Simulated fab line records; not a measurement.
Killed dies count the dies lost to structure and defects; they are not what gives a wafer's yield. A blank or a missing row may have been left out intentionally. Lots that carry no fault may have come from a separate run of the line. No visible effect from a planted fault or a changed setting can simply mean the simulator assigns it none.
Matching of chambers | flow nand harc | 3 sister chambers for NHARC_A_BONDPAD_DEP_00 on pecvd-03
The step deposits SiCN, target thk 250 nm. 16 wafers are shown with their chamber, then 8 later ones without.

WAFERS, EACH WITH ITS CHAMBER
wafer  | chamber | heater power w (W) | rf fwd power W (W)
L082.1 | 2       | 719                | 449.8
L082.4 | 0       | 509                | 448.1
L082.5 | 1       | 517                | 451.4
L081.3 | 1       | 539                | 447.4
L081.4 | 2       | 703                | 450.8
L081.5 | 0       | 511                | 447.7
L083.2 | 2       | 703                | 449.8
L083.3 | 0       | 478                | 447.3
L083.5 | 0       | 474                | 449.3
L084.1 | 0       | 482                | 451.5
L084.2 | 1       | 586                | 449.4
L084.4 | 1       | 586                | 450.4
L088.4 | 2       | 646                | 446.0
L088.5 | 0       | 502                | 451.3
L088.6 | 1       | 475                | 447.7
L095.1 | 0       | 500                | 449.5

SIGNATURES, as means of the wafers listed above
reading        | chamber 0 | chamber 1 | chamber 2 | scatter within a chamber
heater power w | 493.71    | 540.60    | 692.75    | 32.2
rf fwd power W | 449.243   | 449.260   | 449.100   | 1.8
Rule: for each reading, subtract the chamber's mean from the wafer's reading, divide by that reading's scatter and square the result; add these up over the readings and take the root, which gives the wafer's distance from the chamber. If the next closest chamber is less than 2 further off than the closest, the wafer can't be placed; otherwise it belongs to the closest. How the scatter is found: for the shown wafers, subtract from each reading the mean of its chamber, square and add these, divide the total by (wafers less chambers), then take the root.

WAFERS WITHOUT THEIR CHAMBER
wafer  | heater power w (W) | rf fwd power W (W)
L095.2 | 702                | 448.3
L095.5 | 538                | 445.4
L096.1 | 540                | 448.2
L096.2 | 486                | 449.9
L096.3 | 708                | 448.4
L097.3 | 448                | 448.0
L097.5 | 662                | 446.4
L097.6 | 476                | 447.3

CHAMBER TAKEN BY EACH
wafer  | from the rows above     | in truth
L095.2 | 2                       | 2
L095.5 | can't be placed: 1 or 0 | 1
L096.1 | can't be placed: 1 or 0 | 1
L096.2 | can't be placed: 0 or 1 | 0
L096.3 | 2                       | 2
L097.3 | can't be placed: 0 or 1 | 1
L097.5 | 2                       | 2
L097.6 | can't be placed: 0 or 1 | 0
Correctly placed: 3 of 8. Cannot be placed on the basis of these rows: 5; the candidates contain the true chamber in 5. 0 placed wrongly.
